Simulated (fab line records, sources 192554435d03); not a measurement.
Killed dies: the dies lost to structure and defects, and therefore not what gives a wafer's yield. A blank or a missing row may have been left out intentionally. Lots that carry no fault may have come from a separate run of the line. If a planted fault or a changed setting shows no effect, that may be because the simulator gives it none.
Split-lot experiment -- flow n5-finfet -- 7 lots, 21 wafers read, on a route of 1938 steps

## ON THE SPLIT
At N5_BEOL_M8_COAT_59 (time 60 s, resist thk 100 nm), the setting spin-rpm was moved away from the recipe's 1500 rpm on 8 of the 21 wafers read, by -10.6% to +9.7%. For the rest of the wafers, this setting stayed at what the recipe calls for.

The reading comes from the split's own step.

## THE READING
SOC_of_BEOL_M8_COAT_59.thk-nm (the simulator's own value, which no gauge read), in nm, at N5_BEOL_M8_COAT_59 (time 60 s, resist thk 100 nm). The file gives no usual value for it. Here, 13 wafers ran the recipe; their average is 100.0 nm with a standard deviation of 0.33 nm.

wafer,"tool, chamber at the split","spin-rpm as run, rpm",against the recipe,"SOC_of_BEOL_M8_COAT_59.thk-nm, nm",against lot-mates on the recipe
L074.3,"litho-track-04, 0",1500,recipe,100.2,-
L074.5,"litho-track-04, 0",1500,recipe,100.6,-
L074.6,"litho-track-04, 0",1500,recipe,100.4,-
L076.2,"litho-track-03, 0",1645,+9.7%,95.6,-4.3
L076.4,"litho-track-03, 0",1500,recipe,99.8,-
L076.5,"litho-track-03, 0",1500,recipe,100,-
L087.1,"litho-track-01, 0",1607,+7.1%,96.8,-3.0
L087.5,"litho-track-01, 0",1500,recipe,99.8,-
L087.6,"litho-track-01, 0",1607,+7.1%,96.6,-3.2
L088.1,"litho-track-01, 0",1500,recipe,99.6,-
L088.6,"litho-track-01, 0",1500,recipe,99.6,-
L088.3,"litho-track-01, 0",1500,recipe,99.4,-
L090.3,"litho-track-01, 0",1500,recipe,100.2,-
L090.4,"litho-track-01, 0",1500,recipe,100,-
L090.6,"litho-track-01, 0",1341,-10.6%,105.6,+5.5
L092.3,"litho-track-04, 0",1500,recipe,100.2,-
L092.5,"litho-track-04, 0",1642,+9.5%,96.2,-4.0
L092.6,"litho-track-04, 0",1642,+9.5%,95.8,-4.4
L091.2,"litho-track-04, 0",1571,+4.7%,97.6,-2.6
L091.3,"litho-track-04, 0",1571,+4.7%,97.8,-2.4
L091.5,"litho-track-04, 0",1500,recipe,100.2,-

THE FIT
A straight line over all 21 wafers: SOC_of_BEOL_M8_COAT_59.thk-nm changes by -0.47 nm for each +1% of spin-rpm; r = -0.99; the points scatter about the line by 0.34 nm.
The same after taking each lot's own level away (the mean of its wafers on the recipe; 21 wafers): -0.47 nm for each +1%; r = -1.00; scatter 0.22 nm.
On that fit, the largest move of spin-rpm shifts the reading by 5 nm.
Measured against the standard deviation above, the lots' own levels, which go from 99.53 to 100.40 nm, span 2.6 times it.
Consequently the slope shifts little with the lot-to-lot level, the two slopes agreeing.
Check: for one of the wafers moved furthest among these (-10.6%), held out of the fit, the line's prediction against its lot-mates is +4.72 nm. It came out at +5.5 nm against them.

## ADDITIONAL SPLITS CARRIED BY THESE WAFERS
These wafers also went through other splits before the reading. Each is held against what the fit with the lots' levels taken away leaves over:
other split on the same wafers,wafers away from the commonest value,r with SOC_of_BEOL_M8_COAT_59.thk-nm (lot level and that fit taken away)
N5_BEOL_M4_COAT_76 spin-rpm,7,-0.38
N5_BEOL_M5_HM_DEP_02 target-thk-a,6,-0.05
N5_BEOL_M5_ETCH_41 source-w,8,+0.56
N5_BEOL_M7_ILD_DEP_00 time-s,8,+0.13
N5_BEOL_M7_PECVD_70 temp-c,8,-0.01
N5_BEOL_M7_TRENCH_ETCH_37 source-w,4,+0.38
N5_BEOL_M7_ETCH_41 source-w,5,+0.46

## THE FILE'S OWN FIT
SOC_of_BEOL_M8_COAT_59.thk-nm changes by -0.471 nm for each +1% of spin-rpm, r = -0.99.
